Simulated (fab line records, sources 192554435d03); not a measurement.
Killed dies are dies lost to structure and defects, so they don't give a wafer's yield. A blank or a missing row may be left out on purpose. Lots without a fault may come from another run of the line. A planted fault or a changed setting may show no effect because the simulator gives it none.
Chamber matching | flow n5_finfet | N5_BEOL_M12_DESCUM_33 on rie_diel-05: 3 sister chambers
The step chemistry O2, time 7.9 s. 20 wafers are shown with their chamber, then 8 later ones without.

WAFERS WITH THEIR CHAMBER
wafer  | chamber | drypump_motor_current_A (A) | throttle_valve_pct (%) | showerhead_plenum_p_Torr (Torr)
L075.3 | 1       | 5.6                         | 20.72                  | 2.04
L075.4 | 3       | 6.3                         | 20.08                  | 2.07
L075.6 | 3       | 6.3                         | 20.07                  | 2.07
L076.1 | 1       | 5.5                         | 20.73                  | 2.04
L076.2 | 0       | 4.7                         | 20.20                  | 2.13
L076.3 | 3       | 6.3                         | 20.07                  | 2.07
L076.4 | 1       | 5.6                         | 20.72                  | 2.04
L076.5 | 0       | 4.7                         | 20.18                  | 2.13
L076.6 | 3       | 6.3                         | 20.07                  | 2.07
L077.1 | 0       | 4.7                         | 20.18                  | 2.13
L077.4 | 3       | 6.3                         | 20.08                  | 2.07
L077.5 | 1       | 5.6                         | 20.74                  | 2.04
L078.1 | 0       | 4.7                         | 20.20                  | 2.13
L078.3 | 1       | 5.6                         | 20.74                  | 2.04
L078.5 | 3       | 6.3                         | 20.08                  | 2.07
L089.2 | 0       | 4.7                         | 20.21                  | 2.12
L089.3 | 1       | 5.6                         | 20.78                  | 2.03
L089.5 | 0       | 4.7                         | 20.22                  | 2.12
L090.2 | 3       | 6.3                         | 20.07                  | 2.06
L090.5 | 1       | 5.6                         | 20.78                  | 2.03

SIGNATURES (means of the wafers above)
reading                  | chamber 0 | chamber 1 | chamber 3 | scatter within a chamber
drypump_motor_current_A  | 4.700     | 5.586     | 6.300     | 0.0225
throttle_valve_pct       | 20.1983   | 20.7443   | 20.0743   | 0.0179
showerhead_plenum_p_Torr | 2.1267    | 2.0371    | 2.0686    | 0.00461
Rule: a wafer's distance from a chamber is the root of the sum, over the readings, of the square of ((its reading less the chamber's mean) divided by the reading's scatter). The wafer belongs to the nearest chamber; if the next one is less than 2 further off, it can't be placed. The scatter: the root of (the sum of the squares of (reading less its chamber's mean) over the shown wafers, divided by (wafers less chambers)).

WAFERS WITHOUT THEIR CHAMBER
wafer  | drypump_motor_current_A (A) | throttle_valve_pct (%) | showerhead_plenum_p_Torr (Torr)
L090.6 | 4.7                         | 20.22                  | 2.12
L086.1 | 5.6                         | 20.77                  | 2.03
L086.4 | 6.3                         | 20.12                  | 2.06
L093.3 | 6.3                         | 20.12                  | 2.06
L093.4 | 5.6                         | 20.78                  | 2.03
L093.6 | 4.7                         | 20.24                  | 2.12
L095.1 | 5.6                         | 20.78                  | 2.03
L095.4 | 6.3                         | 20.14                  | 2.05

WHICH CHAMBER EACH WENT THROUGH
wafer  | from the rows above | in truth
L090.6 | 0                   | 0
L086.1 | 1                   | 1
L086.4 | 3                   | 3
L093.3 | 3                   | 3
L093.4 | 1                   | 1
L093.6 | 0                   | 0
L095.1 | 1                   | 1
L095.4 | 3                   | 3
Placed correctly: 8 of 8. Can't be placed from these rows: 0. Placed wrongly: 0.
